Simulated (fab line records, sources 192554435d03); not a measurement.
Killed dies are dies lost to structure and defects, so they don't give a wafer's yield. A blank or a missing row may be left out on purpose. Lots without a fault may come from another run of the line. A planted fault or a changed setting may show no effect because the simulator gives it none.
fab line records | flow n5_finfet
record lots=7 wafers=21 last_day=15
route steps=1938 shown BEOL_M13@1681
lots that met no fault: from a run of the same line without faults
start_h: hours from the record's first day to the start of the lot's first wafer shown | wait_h: hours since the lot's step before | " the same as in the row above | L1.1+2: a row that stands for several wafers | - no value, or no start given | * or withheld: withheld | < > ~ a bound
route shown NAME@n: a module of which the file shows steps, and the number in the route of the first | usual: mean/standard deviation of fault-free wafers | same: alike in all rows | chamber/n: place in a boat | sites: the reading at each site | _std_site: their standard deviation | _edge_site: outer sites' mean less inner sites' | radius_mm: how far each site lies from the wafer's centre | mask NAME#n: copy n | behind: the tool/chamber that last shaped the wafer | hold: why the lot was held/for how many hours/how that ended | device: the transistor (n, p or np) that didn't switch | end of line: the same wafers' tests at the end of the route | a step without rows: its recipe alone | killed: dies lost to structure and defects at the first sort, not the wafer's yield | map: a wafer's dies, x killed, . not, _ none there
set.NAME: the setting as run; set.NAME@STEP: as run at that earlier step | model.NAME: the simulator's own value behind a step, which no gauge read
lots at some steps of the route; a table a step, a row a wafer
services: from which hour (start_h, from the record's first day; less than 0 if before it) a tool's chamber was out of use, for how many hours, and why
## steps
# step N5_BEOL_M13_COAT_66
# recipe resist=SiARC temp_c=220 time_s=60 spin_rpm=1500 resist_thk_nm=110
# step N5_BEOL_M13_COAT_22
# recipe spin_rpm=2888 resist_thk_nm=300
# step N5_BEOL_M13_EBR_24
# recipe solvent=PGMEA ebr_width_mm=1.5
# step N5_BEOL_M13_SOFTBAKE_23
# recipe temp_c=130 time_s=60
# step N5_BEOL_M13_EXPOSE_25
# recipe mask_id=M13 na=0.93 source_shape=conventional sigma_outer=0.4 polarization=unpolarized target_cd_nm=210 dose_mj=22
# step N5_BEOL_M13_PEB_26
# recipe peb_temp_c=130 peb_time_s=90
# step N5_BEOL_M13_DEVELOP_27
# recipe develop_time_s=45 rinse_liquid=diw dry=air_spin dev_temp_c=21
# step N5_BEOL_M13_HARDBAKE_32
# recipe temp_c=130 time_s=120
# step N5_BEOL_M13_CD_MEAS_28
# recipe target_cd_nm=209.5 landing_energy_ev=500 detector=se_inlens
# usual cd_nm=209.3/0.9
# same landing_energy_ev=500
# columns lot.wafer tool chamber start_h wait_h cd_nm
L253.1 cd_sem-01 0 256.33 - 209.9
L253.3 " 0 " " 209.5
L253.6 " 0 " " 209.1
L256.1 cd_sem-01 0 266.12 - 208.2
L256.4 " 0 " " 209.0
L256.5 " 0 " " 208.5
L258.2 cd_sem-03 0 292.68 - 209.2
L258.4 " 0 " " 209.4
L258.5 " 0 " " 209.7
L259.2 cd_sem-02 0 297.95 - 209.3
L259.3 " 0 " " 209.8
L259.5 " 0 " " 209.5
L260.2 cd_sem-01 0 302.02 - 209.2
L260.5 " 0 " " 210.3
L260.6 " 0 " " 209.2
L261.1 cd_sem-01 0 311.09 - 210.3
L261.3 " 0 " " 209.9
L261.4 " 0 " " 208.9
L262.1 cd_sem-01 0 314.23 - 209.8
L262.2 " 0 " " 209.7
L262.5 " 0 " " 209.5
# step N5_BEOL_M13_OVL_MEAS_29
# recipe points_per_wafer=44
# usual M13_OVL=-2/5.9
# columns lot.wafer tool chamber start_h wait_h M13_OVL[nm]
L253.1 overlay-01 0 256.37 0.0 -9
L253.3 " 0 " " -10
L253.6 " 0 " " -11
L256.1 overlay-02 0 266.15 0.0 -6
L256.4 " 0 " " -4
L256.5 " 0 " " -1
L258.2 overlay-02 0 292.71 0.0 6
L258.4 " 0 " " 3
L258.5 " 0 " " 10
L259.2 overlay-02 0 297.98 0.0 9
L259.3 " 0 " " 0
L259.5 " 0 " " 5
L260.2 overlay-01 0 302.05 0.0 3
L260.5 " 0 " " 8
L260.6 " 0 " " 6
L261.1 overlay-01 0 311.12 0.0 -1
L261.3 " 0 " " 2
L261.4 " 0 " " -2
L262.1 overlay-02 0 314.26 0.0 -6
L262.2 " 0 " " -3
L262.5 " 0 " " -10
# step N5_BEOL_M13_INSPECT_30
# recipe mode=adi inspect_instrument=macro
# usual raw_defect_count=2.0/1.5
# columns lot.wafer tool chamber start_h wait_h raw_defect_count
L253.1 defect_inspect-02 - 256.39 0.0 2
L253.3 " - " " 2
L253.6 " - " " 0
L256.1 defect_inspect-02 - 266.17 0.0 2
L256.4 " - " " 1
L256.5 " - " " 2
L258.2 defect_inspect-01 - 292.73 0.0 2
L258.4 " - " " 0
L258.5 " - " " 2
L259.2 defect_inspect-01 - 298.00 0.0 3
L259.3 " - " " 2
L259.5 " - " " 2
L260.2 defect_inspect-02 - 302.07 0.0 3
L260.5 " - " " 5
L260.6 " - " " 2
L261.1 defect_inspect-02 - 311.14 0.0 1
L261.3 " - " " 3
L261.4 " - " " 0
L262.1 defect_inspect-02 - 314.28 0.0 2
L262.2 " - " " 3
L262.5 " - " " 2
# step N5_BEOL_M13_DESCUM_33
# recipe chemistry=O2 time_s=7.9 source_power_w=50 bias_power_w=20 pressure_mtorr=20 rf_frequency_hz=2.712e+07 temp_c=40 o2_flow_sccm=225
# usual drypump_motor_current_A=5.81/0.28 oes_product_au=0.82/0.095 rf_vpp_V=243.1/1.3 showerhead_plenum_p_Torr=2.10/0.067 throttle_valve_pct=20.46/0.26
# columns lot.wafer tool chamber start_h wait_h drypump_motor_current_A oes_product_au rf_hours_counter_h rf_vpp_V showerhead_plenum_p_Torr throttle_valve_pct
L253.1 rie_diel-06 2 256.66 0.3 5.78 0.71 206 243.7 2.16 20.54
L253.3 " 3 " " 6.15 0.79 108 242.6 2.02 20.62
L253.6 " 3 " " 6.14 0.78 - 242.1 2.02 20.60
L256.1 rie_diel-02 3 266.21 0.0 5.59 0.97 6 244.5 2.14 20.26
L256.4 " 2 " " 5.29 0.75 169 241.5 2.01 20.34
L256.5 " 0 " " 6.07 0.74 - 244.1 2.08 20.73
L258.2 rie_diel-06 2 292.77 0.0 5.78 0.71 221 244.3 2.15 20.57
L258.4 " 1 " " 5.95 0.93 20 242.1 2.15 20.16
L258.5 " 1 " " 5.96 0.93 - 241.8 2.15 20.15
L259.2 rie_diel-02 0 298.08 0.1 6.09 0.72 201 242.5 2.08 20.76
L259.3 " 1 " " 5.89 0.67 252 242.4 2.05 20.82
L259.5 " 1 " " 5.89 0.68 - 243.5 2.05 20.80
L260.2 rie_diel-02 3 302.11 0.0 5.58 0.94 16 243.7 2.14 20.26
L260.5 " 0 " " 6.08 0.72 - 243.3 2.08 20.76
L260.6 " 3 " " 5.59 0.95 - 245.0 2.14 20.30
L261.1 rie_diel-06 3 311.17 0.0 6.13 0.77 127 242.6 2.02 20.64
L261.3 " 0 " " 5.84 0.90 21 242.9 2.14 20.51
L261.4 " 1 " " 5.95 0.91 26 242.6 2.15 20.17
L262.1 rie_diel-02 0 314.31 0.0 6.09 0.72 208 242.2 2.08 20.76
L262.2 " 2 " " 5.33 0.73 192 242.1 2.00 20.40
L262.5 " 3 " " 5.60 0.94 - 244.7 2.14 20.28
# step N5_BEOL_M13_ETCH_67
# recipe chemistry=CF4 target=SiARC target_depth_a=1430 time_s=238.3 ion_energy_ev=80 pressure_mtorr=40 source_w=545 bias_w=36 Ar_flow_sccm=100 cf4_flow_sccm=100 ends=cleared
# usual cf4_flow_sccm=100.00/0.28 drypump_motor_current_A=5.81/0.28 etch_rf_on_time_s=238/4.6 oes_product_au=0.70/0.079 rf_vpp_V=184.1/1.1 showerhead_plenum_p_Torr=2.14/0.066 throttle_valve_pct=15.62/0.28
# columns lot.wafer tool chamber start_h wait_h cf4_flow_sccm drypump_motor_current_A etch_rf_on_time_s oes_product_au rf_hours_counter_h rf_vpp_V showerhead_plenum_p_Torr throttle_valve_pct
L253.1 rie_diel-06 2 256.69 0.0 100.14 5.77 236 0.61 206 184.3 2.21 15.85
L253.3 " 3 " " 100.27 6.17 243 0.67 108 182.5 2.07 15.74
L253.6 " 3 " " 99.74 6.18 241 0.67 - 183.3 2.07 15.76
L256.1 rie_diel-02 3 266.24 0.0 99.68 5.59 239 0.82 6 184.8 2.19 15.41
L256.4 " 2 " " 100.05 5.32 240 0.63 169 183.1 2.05 15.51
L256.5 " 0 " " 99.82 6.09 246 0.63 - 184.2 2.13 15.90
L258.2 rie_diel-06 2 292.80 0.0 99.87 5.78 233 0.61 221 184.4 2.21 15.86
L258.4 " 1 " " 99.74 5.95 231 0.78 20 185.2 2.18 15.25
L258.5 " 1 " " 99.85 5.96 230 0.78 - 183.8 2.18 15.28
L259.2 rie_diel-02 0 298.12 0.0 100.42 6.07 296 0.59 201 183.9 2.13 15.92
L259.3 " 1 " " 100.01 5.88 291 0.55 252 183.3 2.10 16.03
L259.5 " 1 " " 99.94 5.88 288 0.55 - 183.6 2.11 16.06
L260.2 rie_diel-02 3 302.15 0.0 99.65 5.61 286 0.76 16 183.7 2.19 15.42
L260.5 " 0 " " 99.73 6.09 295 0.59 - 183.8 2.13 15.92
L260.6 " 3 " " 100.05 5.59 287 0.75 - 184.5 2.19 15.43
L261.1 rie_diel-06 3 311.21 0.0 99.47 6.12 242 0.65 127 182.5 2.07 15.78
L261.3 " 0 " " 100.19 5.88 238 0.76 21 183.5 2.19 15.62
L261.4 " 1 " " 99.66 5.95 233 0.78 26 185.1 2.18 15.27
L262.1 rie_diel-02 0 314.35 0.0 99.78 6.10 297 0.59 208 184.5 2.13 15.95
L262.2 " 2 " " 99.97 5.33 292 0.60 192 182.8 2.05 15.54
L262.5 " 3 " " 100.07 5.59 288 0.74 - 185.7 2.18 15.43
# step N5_BEOL_M13_ETCH_68
# recipe chemistry=N2/H2 target=SOC mask_material=SiARC source_w=3000 bias_w=350 temp_c=40 time_s=355 ion_energy_ev=200 pressure_mtorr=30 n2_flow_sccm=200 h2_flow_sccm=200
# usual drypump_motor_current_A=5.82/0.28 oes_product_au=0.82/0.094 rf_vpp_V=523.9/2.5 showerhead_plenum_p_Torr=2.55/0.081 throttle_valve_pct=17.78/0.28
# columns lot.wafer tool chamber start_h wait_h drypump_motor_current_A oes_product_au rf_hours_counter_h rf_vpp_V showerhead_plenum_p_Torr throttle_valve_pct
L253.1 rie_diel-06 2 256.84 0.1 5.77 0.72 206 527.5 2.63 18.01
L253.3 " 3 " " 6.14 0.78 108 521.5 2.45 17.91
L253.6 " 3 " " 6.14 0.79 - 520.3 2.45 17.90
L256.1 rie_diel-02 3 266.39 0.1 5.61 0.97 6 524.9 2.60 17.56
L256.4 " 2 " " 5.34 0.74 169 520.9 2.44 17.70
L256.5 " 0 " " 6.08 0.74 - 524.6 2.53 18.06
L258.2 rie_diel-06 2 292.95 0.1 5.77 0.71 221 526.0 2.63 18.01
L258.4 " 1 " " 5.96 0.93 21 525.4 2.60 17.38
L258.5 " 1 " " 5.95 0.92 - 523.9 2.60 17.39
L259.2 rie_diel-02 0 298.27 0.1 6.09 0.73 201 522.4 2.52 18.07
L259.3 " 1 " " 5.89 0.67 252 522.3 2.49 18.11
L259.5 " 1 " " 5.90 0.68 - 520.7 2.49 18.11
L260.2 rie_diel-02 3 302.29 0.1 5.60 0.95 16 524.7 2.59 17.57
L260.5 " 0 " " 6.10 0.73 - 522.7 2.52 18.06
L260.6 " 3 " " 5.61 0.94 - 524.7 2.59 17.57
L261.1 rie_diel-06 3 311.36 0.1 6.14 0.76 127 520.7 2.44 17.94
L261.3 " 0 " " 5.82 0.90 21 525.5 2.59 17.67
L261.4 " 1 " " 5.97 0.89 26 525.4 2.60 17.40
L262.1 rie_diel-02 0 314.50 0.1 6.08 0.72 208 522.4 2.52 18.07
L262.2 " 2 " " 5.33 0.74 192 520.1 2.43 17.75
L262.5 " 3 " " 5.61 0.94 - 525.3 2.59 17.58
## services
# columns tool chamber start_h hours kind
rie_diel-02 3 240.04 7.0 repair
rie_diel-06 0 240.32 - clean
rie_diel-06 0 240.32 - consumable_replace:focus_ring
rie_diel-06 0 240.32 11.9 scheduled_down
rie_diel-06 0 240.32 11.9 vent_cycle
rie_diel-02 3 286.50 12.4 repair
rie_diel-02 1 298.96 - clean
rie_diel-02 1 298.96 - consumable_replace:focus_ring
rie_diel-02 1 298.96 24.0 scheduled_down
rie_diel-02 1 298.96 24.0 vent_cycle
## key
first_sign step=N5_BEOL_M13_ETCH_67 reading=etch_rf_on_time_s direction=up sigmas=12 usual=* struck=*
effect none on later readings
met_at N5_BEOL_M13_ETCH_67
struck_wafers L259.2,L259.3,L259.5,L260.2,L260.5,L260.6,L262.1,L262.2,L262.5
onset_between 266.24 298.12
fault kind=process_parameter_drift tool=rie_diel-02 chamber=- onset_h=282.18 steps=N5_BEOL_M13_ETCH_67 channel=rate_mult offset=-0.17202 shape=step end_h=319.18
